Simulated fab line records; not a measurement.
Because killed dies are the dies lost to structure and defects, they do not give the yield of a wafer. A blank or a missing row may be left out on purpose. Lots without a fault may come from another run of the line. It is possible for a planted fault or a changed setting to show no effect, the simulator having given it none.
fab line records | flow nand-harc
record: lots: 11 | wafers: 33 | last-day: 34
route steps=1302 shown A_CHANNEL_HOLE_D2@596 A_CHANNEL_FILL_D2@613 END@1302
lots with no fault: from the same line, run without faults
start-h: the number of hours between the record's first day and the start of the first shown wafer of the lot | wait-h: hours from the lot's prior step to this one | " identical to the entry in the row above | L1.1+2: several wafers, shown together as one row | - value missing, or start not given | * or withheld: withheld | < > ~ a bound
route shown NAME@n: NAME is a module with steps in the file, n the number in the route of the first one | usual: mean/standard deviation taken from wafers without a fault | same: alike in all rows | chamber/n: place in a boat | sites: per-site readings | _std_site: their standard deviation | _edge_site: the outer-site mean with the inner-site mean subtracted | radius-mm: how far each site lies from the wafer's centre | mask NAME#n: copy n | behind: the tool/chamber that last shaped the wafer | hold: reason for holding the lot/hours on hold/outcome of the hold | device: whichever transistor did not switch (one of n, p or np) | end of line: the same wafers' tests at the end of the route | for a step that has no rows: nothing shown but its recipe | killed: dies lost to structure and defects at the first sort, not the wafer's yield | map: a wafer's dies, x killed, . not, _ none there
set.NAME: setting as actually run; set.NAME@STEP: the setting as run at that earlier step | model.NAME: the simulator's own value behind a step, which no gauge read
steps of the route over a sample of lots; a table a step, a row a wafer
services: from which hour (start-h, from the record's first day; less than 0 if before it) a tool's chamber was out of use, for how many hours, and why
== steps ==
step: NHARC_A_CHANNEL_HOLE_D2_ETCH_24
recipe: bias-v: 5000 | source-w: withheld | pressure-mtorr: 20 | time-s: 906.2 | ar-flow-sccm: 375 | c4f8-flow-sccm: 93.8 | o2-flow-sccm: 31.2 | temp-c: -20 | target-depth-a: 15000 | chemistry: C4F8/O2/Ar
usual: drypump-motor-current-A: 5.8/0.31 | showerhead-plenum-p-Torr: 3.72/0.15 | throttle-valve-pct: 32.236/0.0087
lot.wafer | tool        | chamber | start-h | wait-h | drypump-motor-current-A | rf-hours-counter-h | showerhead-plenum-p-Torr | throttle-valve-pct
L321.4    | har-etch-01 | 0       | 333.69  | 0.6    | 5.4                     | -                  | 3.68                     | 32.229
L321.3    | "           | 1       | "       | "      | 6.3                     | -                  | 3.68                     | 32.234
L321.6    | "           | 0       | "       | "      | 5.4                     | -                  | 3.68                     | 32.238
L322.1    | har-etch-02 | 0       | 333.99  | 0.6    | 5.9                     | 379                | 3.48                     | 32.228
L322.4    | "           | 1       | "       | "      | 5.6                     | -                  | 3.58                     | 32.229
L322.5    | "           | 0       | "       | "      | 5.9                     | -                  | 3.48                     | 32.241
L320.3    | har-etch-01 | 0       | 338.00  | 0.6    | 5.4                     | -                  | 3.68                     | 32.236
L320.5    | "           | 1       | "       | "      | 6.2                     | -                  | 3.68                     | 32.230
L320.6    | "           | 0       | "       | "      | 5.4                     | -                  | 3.68                     | 32.242
L332.4    | har-etch-02 | 1       | 446.99  | 0.6    | 5.6                     | -                  | 3.91                     | 32.243
L332.3    | "           | 0       | "       | "      | 5.9                     | -                  | 3.91                     | 32.230
L332.5    | "           | 1       | "       | "      | 5.6                     | -                  | 3.91                     | 32.236
L331.4    | har-etch-02 | 1       | 451.17  | 0.6    | 5.6                     | -                  | 3.91                     | 32.234
L331.3    | "           | 0       | "       | "      | 5.9                     | -                  | 3.91                     | 32.226
L331.6    | "           | 1       | "       | "      | 5.6                     | -                  | 3.91                     | 32.252
L334.1    | har-etch-01 | 1       | 457.96  | 0.6    | 6.3                     | 254                | 3.64                     | 32.252
L334.4    | "           | 0       | "       | "      | 5.3                     | -                  | 3.64                     | 32.237
L334.6    | "           | 1       | "       | "      | 6.3                     | -                  | 3.64                     | 32.248
L336.2    | har-etch-01 | 1       | 476.09  | 0.6    | 6.2                     | 266                | 3.63                     | 32.240
L336.3    | "           | 0       | "       | "      | 5.3                     | -                  | 3.63                     | 32.235
L336.4    | "           | 1       | "       | "      | 6.3                     | -                  | 3.63                     | 32.241
L337.4    | har-etch-02 | 1       | 496.19  | 0.6    | 5.6                     | -                  | 3.89                     | 32.249
L337.5    | "           | 1       | "       | "      | 5.6                     | -                  | 3.89                     | 32.244
L337.6    | "           | 0       | "       | "      | 5.9                     | -                  | 3.89                     | 32.232
L338.2    | har-etch-02 | 0       | 513.21  | 0.6    | 5.9                     | 71                 | 3.89                     | 32.249
L338.4    | "           | 1       | "       | "      | 5.6                     | -                  | 3.89                     | 32.243
L338.5    | "           | 1       | "       | "      | 5.6                     | -                  | 3.89                     | 32.225
L339.1    | har-etch-01 | 0       | 516.80  | 0.6    | 5.3                     | 289                | 3.62                     | 32.226
L339.4    | "           | 1       | "       | "      | 6.3                     | -                  | 3.62                     | 32.222
L339.5    | "           | 1       | "       | "      | 6.3                     | -                  | 3.62                     | 32.233
L340.1    | har-etch-01 | 0       | 539.38  | 0.6    | 5.3                     | 300                | 3.61                     | 32.243
L340.3    | "           | 1       | "       | "      | 6.3                     | -                  | 3.61                     | 32.229
L340.5    | "           | 1       | "       | "      | 6.3                     | -                  | 3.61                     | 32.229
step: NHARC_A_CHANNEL_HOLE_D2_ETCH_27
recipe: bias-v: 400 | source-w: 2000 | pressure-mtorr: 25 | time-s: 90 | ar-flow-sccm: 375 | c4f8-flow-sccm: 41.7 | o2-flow-sccm: 83.3 | temp-c: -20 | target-depth-a: 4000 | chemistry: C4F8/O2/Ar
usual: drypump-motor-current-A: 5.8/0.31 | showerhead-plenum-p-Torr: 3.77/0.16 | throttle-valve-pct: 27.618/0.0092
lot.wafer | tool        | chamber | start-h | wait-h | drypump-motor-current-A | rf-hours-counter-h | showerhead-plenum-p-Torr | throttle-valve-pct
L321.4    | har-etch-01 | 0       | 335.35  | 0.2    | 5.3                     | -                  | 3.72                     | 27.626
L321.3    | "           | 1       | "       | "      | 6.2                     | -                  | 3.72                     | 27.612
L321.6    | "           | 0       | "       | "      | 5.4                     | -                  | 3.72                     | 27.616
L322.1    | har-etch-02 | 0       | 335.82  | 0.2    | 5.9                     | 381                | 3.52                     | 27.630
L322.4    | "           | 1       | "       | "      | 5.6                     | -                  | 3.62                     | 27.603
L322.5    | "           | 0       | "       | "      | 5.9                     | -                  | 3.52                     | 27.628
L320.3    | har-etch-01 | 0       | 339.56  | 0.2    | 5.4                     | -                  | 3.72                     | 27.618
L320.5    | "           | 1       | "       | "      | 6.3                     | -                  | 3.72                     | 27.613
L320.6    | "           | 0       | "       | "      | 5.3                     | -                  | 3.72                     | 27.620
L332.4    | har-etch-02 | 1       | 448.66  | 0.2    | 5.6                     | -                  | 3.96                     | 27.626
L332.3    | "           | 0       | "       | "      | 5.8                     | -                  | 3.96                     | 27.619
L332.5    | "           | 1       | "       | "      | 5.6                     | -                  | 3.96                     | 27.622
L331.4    | har-etch-02 | 1       | 452.81  | 0.2    | 5.6                     | -                  | 3.96                     | 27.619
L331.3    | "           | 0       | "       | "      | 5.9                     | -                  | 3.96                     | 27.615
L331.6    | "           | 1       | "       | "      | 5.6                     | -                  | 3.96                     | 27.612
L334.1    | har-etch-01 | 1       | 459.80  | 0.2    | 6.2                     | 256                | 3.68                     | 27.633
L334.4    | "           | 0       | "       | "      | 5.4                     | -                  | 3.68                     | 27.615
L334.6    | "           | 1       | "       | "      | 6.3                     | -                  | 3.68                     | 27.625
L336.2    | har-etch-01 | 1       | 477.83  | 0.2    | 6.2                     | 268                | 3.67                     | 27.605
L336.3    | "           | 0       | "       | "      | 5.3                     | -                  | 3.67                     | 27.614
L336.4    | "           | 1       | "       | "      | 6.2                     | -                  | 3.67                     | 27.623
L337.4    | har-etch-02 | 1       | 497.83  | 0.2    | 5.6                     | -                  | 3.94                     | 27.624
L337.5    | "           | 1       | "       | "      | 5.6                     | -                  | 3.94                     | 27.628
L337.6    | "           | 0       | "       | "      | 5.9                     | -                  | 3.94                     | 27.626
L338.2    | har-etch-02 | 0       | 515.08  | 0.2    | 5.8                     | 73                 | 3.94                     | 27.613
L338.4    | "           | 1       | "       | "      | 5.6                     | -                  | 3.94                     | 27.604
L338.5    | "           | 1       | "       | "      | 5.6                     | -                  | 3.94                     | 27.607
L339.1    | har-etch-01 | 0       | 518.57  | 0.2    | 5.4                     | 290                | 3.66                     | 27.633
L339.4    | "           | 1       | "       | "      | 6.3                     | -                  | 3.66                     | 27.617
L339.5    | "           | 1       | "       | "      | 6.2                     | -                  | 3.66                     | 27.604
L340.1    | har-etch-01 | 0       | 541.24  | 0.2    | 5.3                     | 302                | 3.65                     | 27.616
L340.3    | "           | 1       | "       | "      | 6.2                     | -                  | 3.65                     | 27.620
L340.5    | "           | 1       | "       | "      | 6.2                     | -                  | 3.65                     | 27.612
step: NHARC_A_CHANNEL_HOLE_D2_ETCH_44
recipe: target-depth-a: 1400 | overetch-a: 140 | time-s: 77 | ion-energy-ev: 100 | cf4-flow-sccm: 80 | o2-flow-sccm: 20 | ar-flow-sccm: 0 | rf-w: 300 | bias-w: 100 | chemistry: CF4/O2
usual: drypump-motor-current-A: 5.8/0.41 | oes-product-au: 1.002/0.0095 | rf-vpp-V: 197.6/1.1 | showerhead-plenum-p-Torr: 1.32/0.042 | throttle-valve-pct: 13.397/0.0091
lot.wafer | tool        | chamber | start-h | wait-h | drypump-motor-current-A | oes-product-au | rf-hours-counter-h | rf-vpp-V | showerhead-plenum-p-Torr | throttle-valve-pct
L321.3    | rie-diel-05 | 3       | 336.04  | 0.1    | 5.1                     | 0.993          | 5                  | 197.5    | 1.34                     | 13.399
L321.4    | "           | 0       | "       | "      | 5.0                     | 1.003          | 5                  | 195.4    | 1.28                     | 13.406
L321.6    | "           | 1       | "       | "      | 6.0                     | 0.996          | -                  | 197.1    | 1.30                     | 13.386
L322.1    | rie-diel-07 | 2       | 336.66  | 0.1    | 6.5                     | 1.013          | 2                  | 200.2    | 1.38                     | 13.420
L322.4    | "           | 0       | "       | "      | 5.8                     | 1.010          | -                  | 198.8    | 1.30                     | 13.383
L322.5    | "           | 0       | "       | "      | 5.8                     | 0.997          | -                  | 196.9    | 1.30                     | 13.392
L320.3    | rie-diel-07 | 2       | 340.35  | 0.1    | 6.4                     | 1.009          | -                  | 198.7    | 1.38                     | 13.402
L320.6    | "           | 2       | "       | "      | 6.5                     | 1.020          | -                  | 199.8    | 1.38                     | 13.396
L320.5    | "           | 0       | "       | "      | 5.7                     | 1.008          | -                  | 197.6    | 1.30                     | 13.387
L332.3    | rie-diel-05 | 0       | 449.35  | 0.1    | 5.0                     | 0.984          | 2                  | 196.1    | 1.27                     | 13.388
L332.4    | "           | 1       | "       | "      | 6.0                     | 1.005          | 1                  | 196.7    | 1.29                     | 13.387
L332.5    | "           | 0       | "       | "      | 5.1                     | 0.985          | -                  | 197.2    | 1.27                     | 13.395
L331.3    | rie-diel-03 | 0       | 453.51  | 0.1    | 5.9                     | 1.001          | 8                  | 197.8    | 1.29                     | 13.394
L331.4    | "           | 2       | "       | "      | 5.7                     | 1.010          | 11                 | 198.1    | 1.37                     | 13.378
L331.6    | "           | 3       | "       | "      | 6.0                     | 1.007          | -                  | 198.6    | 1.40                     | 13.406
L334.4    | rie-diel-05 | 2       | 460.56  | 0.1    | 5.7                     | 1.001          | 2                  | 197.1    | 1.28                     | 13.391
L334.1    | "           | 3       | "       | "      | 5.1                     | 0.991          | 2                  | 197.3    | 1.34                     | 13.390
L334.6    | "           | 0       | "       | "      | 5.0                     | 0.978          | -                  | 195.2    | 1.27                     | 13.406
L336.3    | rie-diel-03 | 0       | 478.57  | 0.1    | 5.9                     | 1.020          | 0                  | 198.2    | 1.29                     | 13.383
L336.2    | "           | 2       | "       | "      | 5.8                     | 1.011          | 0                  | 199.9    | 1.37                     | 13.394
L336.4    | "           | 0       | "       | "      | 5.9                     | 1.018          | -                  | 196.3    | 1.29                     | 13.392
L337.4    | rie-diel-05 | 2       | 498.53  | 0.1    | 5.8                     | 1.009          | 4                  | 195.4    | 1.28                     | 13.407
L337.5    | "           | 1       | "       | "      | 6.0                     | 1.006          | -                  | 197.7    | 1.29                     | 13.401
L337.6    | "           | 2       | "       | "      | 5.8                     | 1.013          | -                  | 197.7    | 1.28                     | 13.390
L338.4    | rie-diel-03 | 1       | 515.83  | 0.1    | 5.7                     | 1.002          | 3                  | 197.6    | 1.35                     | 13.402
L338.2    | "           | 3       | "       | "      | 5.9                     | 0.994          | 3                  | 197.3    | 1.40                     | 13.385
L338.5    | "           | 0       | "       | "      | 5.9                     | 1.011          | -                  | 196.1    | 1.29                     | 13.396
L339.4    | rie-diel-05 | 1       | 519.29  | 0.1    | 6.0                     | 1.004          | 5                  | 197.9    | 1.29                     | 13.380
L339.1    | "           | 3       | "       | "      | 5.2                     | 0.981          | 5                  | 199.4    | 1.34                     | 13.389
L339.5    | "           | 0       | "       | "      | 5.0                     | 1.000          | -                  | 197.7    | 1.27                     | 13.410
L340.1    | rie-diel-07 | 0       | 541.98  | 0.0    | 5.8                     | 0.986          | 3                  | 198.0    | 1.29                     | 13.396
L340.3    | "           | 2       | "       | "      | 6.4                     | 1.011          | 3                  | 199.0    | 1.37                     | 13.384
L340.5    | "           | 1       | "       | "      | 6.4                     | 1.015          | -                  | 196.3    | 1.30                     | 13.398
step: NHARC_A_CHANNEL_HOLE_D2_INSPECT_40
usual: raw-defect-count: 261/71
lot.wafer | tool              | chamber | start-h | wait-h | hold                     | raw-defect-count
L321.3    | defect-inspect-01 | -       | 337.51  | -      | await-dispo/0.2h/release | 516
L321.4    | "                 | -       | "       | "      | await-dispo/0.2h/release | 638
L321.6    | "                 | -       | "       | "      | await-dispo/0.2h/release | 540
L321.3    | defect-inspect-01 | -       | 337.68  | 0.2    | -                        | 510
L321.4    | "                 | -       | "       | "      | -                        | 643
L321.6    | "                 | -       | "       | "      | -                        | 534
L322.1    | defect-inspect-01 | -       | 338.05  | -      | -                        | 273
L322.4    | "                 | -       | "       | "      | -                        | 444
L322.5    | "                 | -       | "       | "      | -                        | 379
L320.3    | defect-inspect-02 | -       | 341.69  | -      | await-dispo/0.2h/release | 557
L320.5    | "                 | -       | "       | "      | await-dispo/0.2h/release | 617
L320.6    | "                 | -       | "       | "      | await-dispo/0.2h/release | 651
L320.3    | defect-inspect-02 | -       | 341.87  | 0.2    | -                        | 543
L320.5    | "                 | -       | "       | "      | -                        | 597
L320.6    | "                 | -       | "       | "      | -                        | 647
L332.3    | defect-inspect-01 | -       | 450.32  | -      | -                        | 159
L332.4    | "                 | -       | "       | "      | -                        | 141
L332.5    | "                 | -       | "       | "      | -                        | 149
L331.3    | defect-inspect-01 | -       | 454.48  | -      | -                        | 429
L331.4    | "                 | -       | "       | "      | -                        | 422
L331.6    | "                 | -       | "       | "      | -                        | 275
L334.1    | defect-inspect-02 | -       | 461.53  | -      | -                        | 372
L334.4    | "                 | -       | "       | "      | -                        | 213
L334.6    | "                 | -       | "       | "      | -                        | 299
L336.2    | defect-inspect-01 | -       | 479.74  | -      | -                        | 469
L336.3    | "                 | -       | "       | "      | -                        | 240
L336.4    | "                 | -       | "       | "      | -                        | 376
L337.4    | defect-inspect-01 | -       | 499.51  | -      | -                        | 276
L337.5    | "                 | -       | "       | "      | -                        | 241
L337.6    | "                 | -       | "       | "      | -                        | 216
L338.2    | defect-inspect-01 | -       | 516.81  | -      | -                        | 183
L338.4    | "                 | -       | "       | "      | -                        | 318
L338.5    | "                 | -       | "       | "      | -                        | 177
L339.1    | defect-inspect-01 | -       | 520.26  | -      | -                        | 211
L339.4    | "                 | -       | "       | "      | -                        | 252
L339.5    | "                 | -       | "       | "      | -                        | 254
L340.1    | defect-inspect-01 | -       | 543.00  | -      | -                        | 353
L340.3    | "                 | -       | "       | "      | -                        | 329
L340.5    | "                 | -       | "       | "      | -                        | 351
step: NHARC_A_CHANNEL_FILL_D2_ALD_03
recipe: target-thk-a: 60 | pulse-time-s: 60 | ald-cycles: 58 | temp-c: 630 | pressure-torr: 2 | material: SiNx
usual: chamber-pressure-Torr: 1.999/0.0042 | precursor-pulse-height-rel: 0.999/0.019
lot.wafer | tool             | chamber | start-h | wait-h | chamber-pressure-Torr | precursor-pulse-height-rel
L321.3    | ald-sin-batch-01 | 0       | -       | -      | 1.999                 | 1.016
L321.4    | "                | 0       | "       | "      | 1.995                 | 1.009
L321.6    | "                | 0       | "       | "      | 2.001                 | 1.007
L322.1    | ald-sin-batch-01 | 0       | -       | -      | 2.000                 | 1.004
L322.4    | "                | 0       | "       | "      | 2.003                 | 1.006
L322.5    | "                | 0       | "       | "      | 2.006                 | 0.980
L320.3    | ald-sin-batch-01 | 0       | -       | -      | 2.000                 | 0.989
L320.5    | "                | 0       | "       | "      | 2.000                 | 1.043
L320.6    | "                | 0       | "       | "      | 1.996                 | 0.972
L332.3    | ald-sin-batch-02 | 0       | -       | -      | 2.000                 | 0.992
L332.4    | "                | 0       | "       | "      | 2.008                 | 1.013
L332.5    | "                | 0       | "       | "      | 2.001                 | 1.019
L331.3    | ald-sin-batch-02 | 0       | -       | -      | 2.002                 | 1.009
L331.4    | "                | 0       | "       | "      | 2.008                 | 1.027
L331.6    | "                | 0       | "       | "      | 1.999                 | 1.012
L334.1    | ald-sin-batch-01 | 0       | -       | -      | 2.002                 | 1.005
L334.4    | "                | 0       | "       | "      | 1.998                 | 1.006
L334.6    | "                | 0       | "       | "      | 2.001                 | 0.982
L336.2    | ald-sin-batch-01 | 0       | -       | -      | 2.002                 | 1.005
L336.3    | "                | 0       | "       | "      | 2.001                 | 0.989
L336.4    | "                | 0       | "       | "      | 2.005                 | 1.051
L337.4    | ald-sin-batch-02 | 0       | -       | -      | 2.003                 | 0.950
L337.5    | "                | 0       | "       | "      | 2.000                 | 1.001
L337.6    | "                | 0       | "       | "      | 2.002                 | 1.010
L338.2    | ald-sin-batch-03 | 0       | -       | -      | 1.998                 | 1.010
L338.4    | "                | 0       | "       | "      | 1.991                 | 1.000
L338.5    | "                | 0       | "       | "      | 1.997                 | 1.004
L339.1    | ald-sin-batch-03 | 0       | -       | -      | 1.999                 | 0.987
L339.4    | "                | 0       | "       | "      | 1.997                 | 0.975
L339.5    | "                | 0       | "       | "      | 2.004                 | 0.984
L340.1    | ald-sin-batch-01 | 0       | -       | -      | 1.993                 | 1.002
L340.3    | "                | 0       | "       | "      | 1.991                 | 0.995
L340.5    | "                | 0       | "       | "      | 1.994                 | 1.017
step: NHARC_END_SORT_01
recipe: temp-c: 25
usual: killed-at-array: 56/19 | killed-at-other: 1.0/1.3 | killed-at-periphery: 3.8/2.2 | killed-dies: 61/19 | killed-open: 3.1/1.9 | killed-short: 2.3/1.5
same: gross-dies: 677
lot.wafer | tool      | chamber | start-h | wait-h | killed-at-array | killed-at-other | killed-at-periphery | killed-dies | killed-open | killed-short
L320.3    | prober-02 | 0       | 602.71  | 3.1    | 98              | 0               | 5                   | 103         | 4           | 1
L320.5    | prober-02 | 0       | 604.30  | 3.7    | 90              | 0               | 2                   | 92          | 2           | 3
L320.6    | prober-02 | 0       | 605.09  | 4.0    | 73              | 0               | 6                   | 79          | 2           | 1
L321.3    | prober-02 | 0       | 628.78  | 3.1    | 156             | 0               | 2                   | 158         | 3           | 4
L321.4    | prober-02 | 0       | 629.57  | 3.4    | 128             | 3               | 0                   | 131         | 2           | 5
L321.6    | prober-02 | 0       | 631.16  | 4.0    | 96              | 0               | 6                   | 102         | 4           | 2
L331.4    | prober-01 | 0       | 706.71  | 3.4    | 38              | 1               | 1                   | 40          | 4           | 1
killed by level:class
L320.3 A_CHANNEL_HOLE_D2:unspecified=49 A_SLIT:chamber-film-flake=30 A_CONTACT:chamber-film-flake=9 P_GATE:chamber-film-flake=4 A_CHANNEL_HOLE_D2:chamber-film-flake=4 A_CHANNEL_HOLE_D1:geometric-particle:open=1 A_CHANNEL_FILL_D2:geometric-particle:open=1 A_WL_FILL:geometric-particle:short=1
L320.5 A_CHANNEL_HOLE_D2:unspecified=66 A_SLIT:chamber-film-flake=7 A_CHANNEL_HOLE_D2:chamber-film-flake=6 A_CONTACT:chamber-film-flake=3 P_GATE:chamber-film-flake=2 A_ONON_D1:geometric-particle:open=1 A_ONON_D1:geometric-particle:short=1 A_CONTACT:geometric-particle:short=1
L320.6 A_CHANNEL_HOLE_D2:unspecified=52 A_SLIT:chamber-film-flake=8 A_CONTACT:chamber-film-flake=4 P_CONTACT:chamber-film-flake=2 P_M1:chamber-film-flake=2 A_STAIRCASE:chamber-film-flake=2 P_M0:geometric-particle:open=1 A_ONON_D2:geometric-particle:open=1
L321.3 A_CHANNEL_HOLE_D2:unspecified=76 A_CHANNEL_HOLE_D1:chamber-film-flake=36 A_SLIT:chamber-film-flake=26 A_CHANNEL_HOLE_D2:chamber-film-flake=5 A_STAIRCASE:chamber-film-flake=3 A_M0:geometric-particle:short=2 A_WL_FILL:chamber-film-flake=2 P_GATE:geometric-particle:open=1
L321.4 A_CHANNEL_HOLE_D2:unspecified=60 A_CHANNEL_HOLE_D1:chamber-film-flake=30 A_SLIT:chamber-film-flake=24 THIN_TSV:chamber-film-flake=3 A_WL_FILL:geometric-particle:short=2 A_ZERO_WELL:chamber-film-flake=2 A_CHANNEL_HOLE_D2:chamber-film-flake=2 A_ONON_D1:geometric-particle:short=1
L321.6 A_CHANNEL_HOLE_D2:unspecified=47 A_CHANNEL_HOLE_D1:chamber-film-flake=34 A_SLIT:chamber-film-flake=6 P_STI:chamber-film-flake=2 A_CHANNEL_HOLE_D2:chamber-film-flake=2 P_GATE:geometric-particle:open=1 P_M0:geometric-particle:open=1 P_M2:geometric-particle:open=1
L331.4 A_CHANNEL_HOLE_D1:chamber-film-flake=25 A_STAIRCASE:chamber-film-flake=3 A_SLIT:chamber-film-flake=2 A_CONTACT:chamber-film-flake=2 P_GATE:geometric-particle:open=1 A_ONON_D1:geometric-particle:open=1 A_ONON_D2:geometric-particle:open=1 A_CHANNEL_FILL_D2:geometric-particle:open=1
== services ==
tool             | chamber | start-h | hours | kind
har-etch-01      | -       | 313.12  | 0.8   | repair
rie-diel-07      | 1       | 333.38  | 8.6   | repair
rie-diel-07      | 3       | 334.75  | 15.5  | repair
rie-diel-05      | -       | 344.83  | 0.1   | repair
rie-diel-05      | 3       | 355.84  | 5.8   | repair
har-etch-02      | -       | 377.00  | 17.0  | pm
har-etch-02      | 0       | 377.00  | 17.0  | vent-cycle
har-etch-02      | 1       | 377.00  | 17.0  | vent-cycle
rie-diel-07      | 1       | 380.35  | 9.2   | repair
har-etch-02      | 0       | 394.00  | -     | clean
har-etch-02      | 0       | 394.00  | -     | consumable-replace:focus-ring
har-etch-02      | 0       | 394.00  | -     | consumable-replace:showerhead
rie-diel-05      | -       | 406.61  | 9.0   | pm
rie-diel-03      | 0       | 424.99  | 8.7   | repair
rie-diel-05      | 1       | 436.51  | 2.4   | repair
har-etch-01      | -       | 445.87  | 4.8   | repair
rie-diel-03      | -       | 459.01  | 9.0   | pm
rie-diel-07      | -       | 471.63  | 9.0   | pm
rie-diel-03      | 1       | 476.72  | 2.4   | repair
rie-diel-05      | 2       | 480.99  | 15.7  | repair
rie-diel-05      | 1       | 493.45  | 1.8   | repair
ald-sin-batch-01 | -       | 506.00  | 26.0  | pm
rie-diel-05      | 3       | 526.55  | 2.7   | repair
rie-diel-05      | 3       | 541.62  | 14.4  | repair
== key ==
first-sign: step: NHARC_A_CHANNEL_HOLE_D2_INSPECT_40 | reading: visit | direction: added
effect: step: NHARC_A_CHANNEL_HOLE_D2_INSPECT_40 | reading: raw-defect-count | direction: up | sigmas: 4.6 | usual: 261 | struck: 586
effect: step: NHARC_END_SORT_01 | reading: killed-at-array | direction: up | sigmas: 2.7 | usual: 56 | struck: 107 | wafers-moved: 4
more-kills-born-at: NHARC_A_CHANNEL_HOLE_D2_ETCH_24@har-etch-01: 266
met-at NHARC_A_CHANNEL_HOLE_D2_ETCH_24
struck-lots L320,L321
tester-left-out L320,L321
not-acting-at NHARC_A_CHANNEL_HOLE_D2_ETCH_27,NHARC_A_CHANNEL_HOLE_D2_ETCH_44,NHARC_A_CHANNEL_FILL_D2_ALD_03
fault: kind: chamber-particle-source | tool: har-etch-01 | chamber: - | onset-h: 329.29 | steps: NHARC_A_CHANNEL_HOLE_D2_ETCH_24 | rate-per-visit-cm2: 0.5091 | end-h: 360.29
tester-left-out: of these lots the tester's yield and bins aren't shown, on N5 and GAA mostly nor the transistor test; their killed dies are dies lost to structure and defects alone, not to doping, threshold or leakage, so they don't give the yield
